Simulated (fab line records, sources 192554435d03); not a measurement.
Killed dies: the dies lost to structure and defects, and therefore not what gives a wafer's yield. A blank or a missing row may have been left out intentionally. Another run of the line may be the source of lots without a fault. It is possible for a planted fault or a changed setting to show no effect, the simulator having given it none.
Which tool did it?    flow n5_finfet    30 wafers from 10 lots sampled at 5 of the route's 1938 steps

== WHAT THE GAUGES SHOWED, per wafer ==
N5_BEOL_M8_INSPECT_13: inspects for defects (brightfield).
lot   measured      on                 raw_defect_count
L638  day 9 11:59   defect_inspect-01  275 221 265
L637  day 9 16:10   defect_inspect-02  445 457 422
L640  day 10 04:56  defect_inspect-01  551 477 470
L644  day 10 22:44  defect_inspect-01  342 346 233
L645  day 11 05:06  defect_inspect-01  713 544 521
L653  day 13 04:19  defect_inspect-02  256 423 405
L652  day 13 04:34  defect_inspect-01  271 382 463
L654  day 13 12:35  defect_inspect-01  399 309 387
L658  day 14 21:26  defect_inspect-02  556 648 590
L659  day 14 21:37  defect_inspect-02  433 319 353

N5_BEOL_M8_CD_MEAS_28: target cd 40 nm.
lot   measured      on         cd_nm (nm)
L638  day 9 13:58   cd_sem-01  39.91 40.17 40.05
L637  day 9 18:04   cd_sem-02  39.66 39.86 40.37
L640  day 10 06:50  cd_sem-01  40.40 39.88 40.06
L644  day 11 00:20  cd_sem-01  40.13 40.72 39.95
L645  day 11 06:20  cd_sem-01  37.73 38.41 38.30
L653  day 13 07:50  cd_sem-02  40.15 40.00 40.30
L652  day 13 07:53  cd_sem-01  40.41 39.54 40.00
L654  day 13 15:07  cd_sem-01  40.34 39.69 39.88
L658  day 15 00:00  cd_sem-01  39.82 40.29 40.23
L659  day 14 23:58  cd_sem-02  40.17 40.27 40.36

== TOOL THAT RAN EACH LOT (tool first, then ch and the chambers of the sampled wafers, then the start) ==
lot   N5_BEOL_M8_ETCH_61                  N5_BEOL_M8_HM_OPEN_17              N5_BEOL_M8_EXPOSE_25
L638  rie_diel-03 ch 1,2,3, day 9 12:27   rie_metal-01 ch 0,1, day 9 12:41   euv_scanner-02 ch 0, day 9 13:49
L637  rie_diel-03 ch 0,3, day 9 16:17     rie_metal-02 ch 0,1, day 9 16:34   euv_scanner-01 ch 0, day 9 17:56
L640  rie_diel-01 ch 0,2,3, day 10 05:49  rie_metal-01 ch 1, day 10 06:04    euv_scanner-01 ch 0, day 10 06:43
L644  rie_diel-03 ch 1,3, day 10 23:25    rie_metal-03 ch 0,1, day 10 23:39  euv_scanner-02 ch 0, day 11 00:12
L645  rie_diel-03 ch 2,3, day 11 05:23    rie_metal-02 ch 0,1, day 11 05:37  euv_scanner-01 ch 0, day 11 06:12
L653  rie_diel-03 ch 0,1,2, day 13 04:23  rie_metal-02 ch 0,1, day 13 04:38  euv_scanner-02 ch 0, day 13 07:43
L652  rie_diel-01 ch 0,1,2, day 13 04:39  rie_metal-01 ch 0,1, day 13 04:55  euv_scanner-02 ch 0, day 13 07:46
L654  rie_diel-04 ch 1,2,3, day 13 12:49  rie_metal-02 ch 1, day 13 13:06    euv_scanner-02 ch 0, day 13 14:59
L658  rie_diel-04 ch 0,2, day 14 21:31    rie_metal-03 ch 1, day 14 21:46    euv_scanner-01 ch 0, day 14 23:53
L659  rie_diel-01 ch 1,2, day 14 21:47    rie_metal-02 ch 0,1, day 14 22:01  euv_scanner-01 ch 0, day 14 23:50
- N5_BEOL_M8_ETCH_61: etches SiARC in CF4, target depth 45.5 nm, time 75.8 s.
- N5_BEOL_M8_HM_OPEN_17: chemistry Cl2/BCl3, target TiN, target depth 20 nm, overetch 6 nm.
- N5_BEOL_M8_EXPOSE_25: exposes mask V7, target cd 40 nm.

== AS READ BY THE TOOLS THEMSELVES (means over the sampled wafers that have a number; for cases with no such wafer, the mark the record gives instead) ==
N5_BEOL_M8_ETCH_61.
lot   tool         drypump_motor_current_A (A)  etch_rf_on_time_s (s)  oes_product_au (a.u.)  rf_vpp_V (V)  showerhead_plenum_p_Torr (Torr)  throttle_valve_pct (%)
L638  rie_diel-03  5.6                          74.4                   0.66                   184.2         2.18                             15.76
L637  rie_diel-03  6.1                          78.3                   0.59                   185.0         2.21                             16.02
L640  rie_diel-01  5.8                          75.7                   0.70                   184.4         2.22                             15.60
L644  rie_diel-03  5.5                          76.0                   0.62                   185.6         2.24                             15.99
L645  rie_diel-03  5.9                          74.1                   0.62                   181.9         2.10                             15.85
L653  rie_diel-03  5.8                          74.6                   0.64                   184.7         2.17                             15.75
L652  rie_diel-01  5.8                          75.3                   0.66                   184.6         2.16                             15.64
L654  rie_diel-04  5.3                          72.2                   0.69                   184.0         2.12                             15.55
L658  rie_diel-04  5.3                          71.9                   0.70                   185.2         2.26                             15.55
L659  rie_diel-01  5.5                          75.5                   0.78                   185.7         2.28                             15.38

N5_BEOL_M8_HM_OPEN_17.
lot   tool          drypump_motor_current_A (A)  oes_product_au (a.u.)  throttle_valve_pct (%)
L638  rie_metal-01  5.4                          0.65                   22.28
L637  rie_metal-02  6.1                          0.71                   22.41
L640  rie_metal-01  5.5                          0.56                   22.27
L644  rie_metal-03  5.7                          0.68                   22.21
L645  rie_metal-02  6.1                          0.68                   22.43
L653  rie_metal-02  5.8                          0.58                   22.38
L652  rie_metal-01  5.4                          0.63                   22.32
L654  rie_metal-02  6.4                          0.73                   22.49
L658  rie_metal-03  6.6                          0.64                   22.38
L659  rie_metal-02  6.1                          0.75                   22.43

== THE ANSWER, worked out from the rows above alone ==
Rule: what is usual is taken from the lots themselves. The widest of any qualifying gaps counts: lots, ordered by their means at a reading, are off when they make up no more than a third of the lots, leave a main group of 4 or more, and stand apart from it by 3 or more times the standard deviation of that group's means. The tables above print the reading to a certain number of digits; a main group whose means all agree to those digits is not used. Also off: a lot with no number at a reading for which 4 or more lots have one. The other lots that the step has rows for count as sound. First the gauges in route order, then the tools' own readings, where a lot's mean is used as printed above. At the first step where some lot is off, the reading lying furthest off is the one used; lots without a number count as furthest.
Off, at N5_BEOL_M8_CD_MEAS_28 on cd_nm: L645. Main group: mean 40.10 nm, sd 0.11.
If a tool, at a process step before that reading, ran all the lots that are off and no sound lot after the first of them, it fits. Not tried: the gauges at N5_BEOL_M8_CD_MEAS_28; whatever is off there is also off at N5_BEOL_M8_ETCH_61, on other tools, and gauge error can't account for it. No candidate that was tried fits.

== WHAT WAS PUT IN BY THE SIMULATOR ==
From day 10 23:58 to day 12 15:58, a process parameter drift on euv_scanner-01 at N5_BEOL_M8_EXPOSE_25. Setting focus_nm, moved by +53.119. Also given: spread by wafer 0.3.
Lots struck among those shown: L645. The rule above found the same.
